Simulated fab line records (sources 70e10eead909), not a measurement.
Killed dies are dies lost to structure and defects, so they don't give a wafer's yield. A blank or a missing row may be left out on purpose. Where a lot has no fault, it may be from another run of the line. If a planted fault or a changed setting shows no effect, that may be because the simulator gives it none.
Problem report in the 8D (eight disciplines) form, filled by code | flow nand harc | the parts of the form that need people (team, actions taken, sign-off) are left out

## 1. PROBLEM STATEMENT
Mean of cd nm at NHARC_P_GATE_CD_MEAS_46: 694.6 nm across 6 wafers in 2 lots; on wafers with no fault it is 719.9 nm (standard deviation 2.7). Relative to the usual mean, that is a shift of -9.4 standard deviations.
The step: target cd 720 nm.
First seen on wafer L448.1, day 10 21:53, on cd sem-01. At this step, 36 wafers from 12 lots have a number in the record. By rule, "out" or "out of limits" means more than 4 standard deviations away from the usual mean. All remaining wafers that have a number are taken as sound.

## 2. WHAT IT IS AND WHAT IT IS NOT
question                    | is                     | is not
which readings at this step | cd nm                  | -
which lots                  | L448, L449             | L435, L436, L439, L442, L443, L445, L447, L455, L456, L458
which wafers of those lots  | all that have a number | -
read on which gauges        | cd sem-01, cd sem-02   | cd sem-03
when                        | from day 10 21:53      | up to then (21 sound wafers); but 9 sound wafers of L455, L456, L458 came after

## 3. SUSPECTS, AND WHAT RULES EACH OUT
Counting: a tool at any process step up to the reading remains a suspect when it ran all the lots that are out and ran no sound lot after the first of those.
- ruled out: the gauge at NHARC_P_GATE_CD_MEAS_46. The wafers that are out were read on 2 gauges (cd sem-01, cd sem-02).
- krf scanner-04 at NHARC_P_GATE_EXPOSE_43 (exposes mask P NSD, target cd 720 nm): kept. It ran every lot that is out, first L448 (day 10 21:44), and no sound lot after that; its last sound lot up to then is L447 (day 10 10:34). On those wafers its own readings are out: exposure dose mJ cm2.
The count leaves krf scanner-04 at NHARC_P_GATE_EXPOSE_43.

## 4. THE CAUSE (what the simulator had put in)
Process parameter drift: krf scanner-04, from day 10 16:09 on, at NHARC_P_GATE_EXPOSE_43. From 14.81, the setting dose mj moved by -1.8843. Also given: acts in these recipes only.
After counting, this tool was the only one left.

## 5. SEQUENCE OF EFFECTS, ordered by route
Each row: a reading where the mean over the struck wafers with a number is more than 3 standard deviations away from the usual. Scope: only readings with a usual standard deviation given in the record; hours: median across lots of the time from each lot's start at the first step in this table that gives one to its start at this step; sigmas: change in usual standard deviations.
hours | step                    | reading              | usual    | on struck wafers | change | sigmas
0     | NHARC_P_GATE_EXPOSE_43  | exposure dose mJ cm2 | 14.812   | 12.924           | -1.888 | -99 or more
0     | NHARC_P_GATE_CD_MEAS_46 | cd nm                | 719.9 nm | 694.6            | -25.3  | -9.4
Process steps it contains:
- NHARC_P_GATE_EXPOSE_43: exposes mask P NSD, target cd 720 nm.

## 6. HOW IT WOULD HAVE BEEN CAUGHT EARLIER
6 hours passed between the start of the fault at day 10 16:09 and the first reading out of limits at a measuring or inspecting step in this record, taken at day 10 21:53.
Tool's own readings at NHARC_P_GATE_EXPOSE_43, exposure dose mJ cm2: out on all struck wafers the step has rows for; an alarm limit on them would have tripped on the first.
L449, from the lots that are out (2), started NHARC_P_GATE_EXPOSE_43 on krf scanner-04 later than day 10 21:53. A hold on the tool at that time would have spared it.
